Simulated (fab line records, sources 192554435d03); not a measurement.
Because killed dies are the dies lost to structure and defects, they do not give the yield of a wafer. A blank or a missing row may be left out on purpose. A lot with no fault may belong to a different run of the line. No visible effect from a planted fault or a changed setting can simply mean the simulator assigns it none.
Struck lot and sound lot, side by side	flow n5 finfet	16 out of 1938 route steps
Sound: wafers L302.1, L302.2, L302.3. Struck: wafer L317.1; the same lot's L317.5 was not struck, so it is left out; see the end for the cause.
Each step with rows lists, per side, the tool, then ch with its chambers, then its first start. Under that, the readings that differ: sound wafers	struck wafers	difference of the means	sigmas: that difference in standard deviations of wafers without a fault.
alike: readings with means less than 2 such deviations apart, plus words and numbers identical on both sides. not compared: withheld readings, readings lacking a value on some wafer, bounds such as >300 that could conceal the same value, and numbers that have no deviation in the record and whose values overlap.
A row with sigmas, a row that says differs or no value, or rows on one side alone: a step with any of these is where the two part. Numbers that don't overlap but have no deviation are shown without sigmas and don't part them. Lack of a reading on every wafer of one side parts them only where that side has two or more wafers.

first, 8 steps without rows for these wafers: N5_BEOL_M2_COAT_68 (time 60 s, resist thk 12 nm); N5_BEOL_M2_COAT_76 (time 60 s, resist thk 5 nm); N5_BEOL_M2_COAT_22 (resist thk 30 nm); N5_BEOL_M2_EBR_24; N5_BEOL_M2_SOFTBAKE_23 (time 60 s); N5_BEOL_M2_EXPOSE_25 (exposes mask V1, defocus 5 nm); N5_BEOL_M2_PEB_26 (peb time 60 s); N5_BEOL_M2_DEVELOP_27 (develop time 30 s).
N5_BEOL_M2_CD_MEAS_28: target cd 26.2 nm, target cd y 24.1 nm.
  sound on cd sem-01 ch 0, day 7 16:49; struck on cd sem-01 ch 0, day 10 23:33
  alike: cd nm
N5_BEOL_M2_OVL_MEAS_29:
  sound on overlay-01 ch 0, day 7 16:50; struck on overlay-02 ch 0, day 10 23:35
  alike: V1_OVL
N5_BEOL_M2_INSPECT_30: inspects for defects (brightfield).
  sound on defect inspect-02, day 7 16:54; struck on defect inspect-02, day 10 23:39
reading	sound	struck	difference	sigmas
raw defect count	405 272 255	562	+251	+3
N5_BEOL_M2_DESCUM_33: chemistry O2, time 7 s.
  sound on rie diel-02 ch 0,1,2, day 7 16:56; struck on rie diel-04 ch 1, day 10 23:41
reading	sound	struck	difference	sigmas
throttle valve pct (%)	20.43 20.36 20.17	20.67	+0.35	+2
  alike: bias power w, drypump motor current A, oes product au, rf vpp V, showerhead plenum p Torr
  not compared: rf hours counter h
N5_BEOL_M2_ETCH_77: etches underlayer in N2/H2, target depth 6.5 nm, time 5.2 s.
  sound on rie diel-02 ch 0,1,2, day 7 16:58; struck on rie diel-04 ch 1, day 10 23:43
reading	sound	struck	difference	sigmas
etch rf on time s (s)	5.30 5.35 5.25	3.85	-1.45	-8
oes product au (a.u.)	0.64 0.60 0.61	0.75	+0.13	+2
throttle valve pct (%)	17.87 17.72 17.60	18.49	+0.76	+3
  alike: drypump motor current A, rf vpp V, showerhead plenum p Torr
  not compared: rf hours counter h
N5_BEOL_M2_ETCH_69: etches SiARC in CF4, target depth 15.6 nm, time 26 s.
  sound on rie diel-02 ch 0,1,2, day 7 16:59; struck on rie diel-04 ch 1, day 10 23:44
reading	sound	struck	difference	sigmas
throttle valve pct (%)	15.45 15.66 15.49	15.96	+0.43	+3
  alike: cf4 flow sccm, drypump motor current A, etch rf on time s, oes product au, rf vpp V, showerhead plenum p Torr
  not compared: rf hours counter h
N5_BEOL_M4_RC_MEAS_101:
  sound on prober-02 ch 0, day 8 21:28; struck on prober-01 ch 0, day 12 06:40
  alike: DIBL_N, DIBL_P, IOFF_N, IOFF_P, ION_N, ION_P, SS_N, SS_P, VT_N, VT_P
then, 1 step without rows for these wafers: N5_PASSIVATION_PROBE_49.

## WHERE THEY PART
First at N5_BEOL_M2_INSPECT_30; last, within this record, at N5_BEOL_M2_ETCH_69. Later steps at which nothing parts them and some readings are alike: N5_BEOL_M4_RC_MEAS_101.

WHY: what had been put in by the simulator
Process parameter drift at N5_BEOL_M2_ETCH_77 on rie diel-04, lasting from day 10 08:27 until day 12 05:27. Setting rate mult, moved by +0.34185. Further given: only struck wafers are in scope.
